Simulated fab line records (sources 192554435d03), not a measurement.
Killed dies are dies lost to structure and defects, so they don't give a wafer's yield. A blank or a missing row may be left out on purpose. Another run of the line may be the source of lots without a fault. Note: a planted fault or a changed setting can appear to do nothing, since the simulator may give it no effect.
Struck lot and sound lot, side by side / flow n5-finfet / 16 out of 1938 route steps
Sound: these wafers, L577.3, L577.5. Struck: wafer L586.2. (L586.3, L586.5 of the same lot were not struck and are left out.) The cause comes at the end.
For every step that has rows: the tool of each side, followed by ch and its chambers, followed by its first start. Under that, the readings that differ: sound wafers / struck wafers / difference of the means / sigmas: that difference in standard deviations of wafers without a fault.
alike: readings whose means differ by less than 2 such deviations, and words and numbers that are the same on both sides. not compared: withheld readings, readings that some wafer has no value for, bounds like >300 that may hide the same value, and numbers for which the record gives no deviation and whose values overlap.
A row with sigmas, a row that says differs or no value, or rows on one side alone: a step with any of these is where the two part. Non-overlapping numbers with no deviation appear without sigmas and do not part them. A reading that every wafer of one side lacks parts them only if that side has two wafers or more.

first, 7 steps without rows for these wafers: N5_BEOL_M1_COAT_73 (time 60 s, resist thk 5 nm); N5_BEOL_M1_COAT_05 (resist thk 30 nm); N5_BEOL_M1_EBR_07; N5_BEOL_M1_SOFTBAKE_06 (time 60 s); N5_BEOL_M1_EXPOSE_08 (exposes mask M1); N5_BEOL_M1_PEB_09 (peb time 60 s); N5_BEOL_M1_DEVELOP_10 (develop time 30 s).
N5_BEOL_M1_CD_MEAS_11: the cd target is 17.05 nm.
  sound on cd-sem-02 ch 0, day 8 14:10; struck on cd-sem-02 ch 0, day 10 21:07
reading=cd-nm (nm); sound=17.53 17.36; struck=16.83; difference=-0.62; sigmas=-3
N5_BEOL_M1_OVL_MEAS_12:
  sound on overlay-02 ch 0, day 8 14:12; struck on overlay-02 ch 0, day 10 21:09
reading=M1_OVL (nm); sound=2.1 2.2; struck=0.5; difference=-1.7; sigmas=-2
N5_BEOL_M1_INSPECT_13: inspects for defects (brightfield).
  sound on defect-inspect-02, day 8 14:15; struck on defect-inspect-02, day 10 21:12
  alike: raw-defect-count
N5_BEOL_M1_DESCUM_16: chemistry O2, time 7 s.
  sound on rie-diel-02 ch 2,3, day 8 14:17; struck on rie-diel-02 ch 0, day 10 21:14
  alike: drypump-motor-current-A, oes-product-au, rf-vpp-V, showerhead-plenum-p-Torr, throttle-valve-pct
  not compared: rf-hours-counter-h
N5_BEOL_M1_ETCH_74: etches underlayer in N2/H2, target depth 6.5 nm, time 5.2 s.
  sound on rie-diel-02 ch 2,3, day 8 14:19; struck on rie-diel-02 ch 0, day 10 21:16
  alike: drypump-motor-current-A, etch-rf-on-time-s, oes-product-au, rf-vpp-V, showerhead-plenum-p-Torr, throttle-valve-pct
  not compared: rf-hours-counter-h
N5_BEOL_M1_ETCH_63: etches SiARC in CF4, target depth 15.6 nm, time 26 s.
  sound on rie-diel-02 ch 2,3, day 8 14:20; struck on rie-diel-02 ch 0, day 10 21:17
reading=etch-rf-on-time-s (s); sound=27.3 26.6; struck=43.5; difference=+16.5; sigmas=+19
  alike: drypump-motor-current-A, oes-product-au, rf-vpp-V, showerhead-plenum-p-Torr, throttle-valve-pct
  not compared: rf-hours-counter-h
N5_BEOL_M1_ETCH_64: etches SOC in N2/H2, target depth 75 nm, overetch 15 nm, time 112.5 s.
  sound on rie-diel-02 ch 2,3, day 8 14:22; struck on rie-diel-02 ch 0, day 10 21:19
  alike: drypump-motor-current-A, oes-product-au, rf-vpp-V, showerhead-plenum-p-Torr, throttle-valve-pct
  not compared: rf-hours-counter-h
N5_BEOL_M4_RC_MEAS_101:
  sound on prober-01 ch 0, day 10 00:34; struck on prober-02 ch 0, day 12 08:55
reading=DIBL_N (mV/V); sound=36.9 33.9; struck=39.4; difference=+4.0; sigmas=+2
reading=IOFF_P (nA/um); sound=0.19 0.16; struck=0.26; difference=+0.09; sigmas=+2
reading=ION_N (uA/um); sound=664 653; struck=692; difference=+34; sigmas=+2
reading=VT_N (mV); sound=251 253; struck=244; difference=-8; sigmas=-2
reading=VT_P (mV); sound=-255 -258; struck=-247; difference=+10; sigmas=+3
  alike: DIBL_P, IOFF_N, ION_P, SS_N, SS_P
N5_PASSIVATION_PROBE_49:
  sound wafers here have rows in the record (prober-01, day 14 01:52); struck ones have none

## WHERE THEY PART
At N5_BEOL_M1_CD_MEAS_11 first; at N5_PASSIVATION_PROBE_49 last (within this record only).

WHY: what had been put in by the simulator
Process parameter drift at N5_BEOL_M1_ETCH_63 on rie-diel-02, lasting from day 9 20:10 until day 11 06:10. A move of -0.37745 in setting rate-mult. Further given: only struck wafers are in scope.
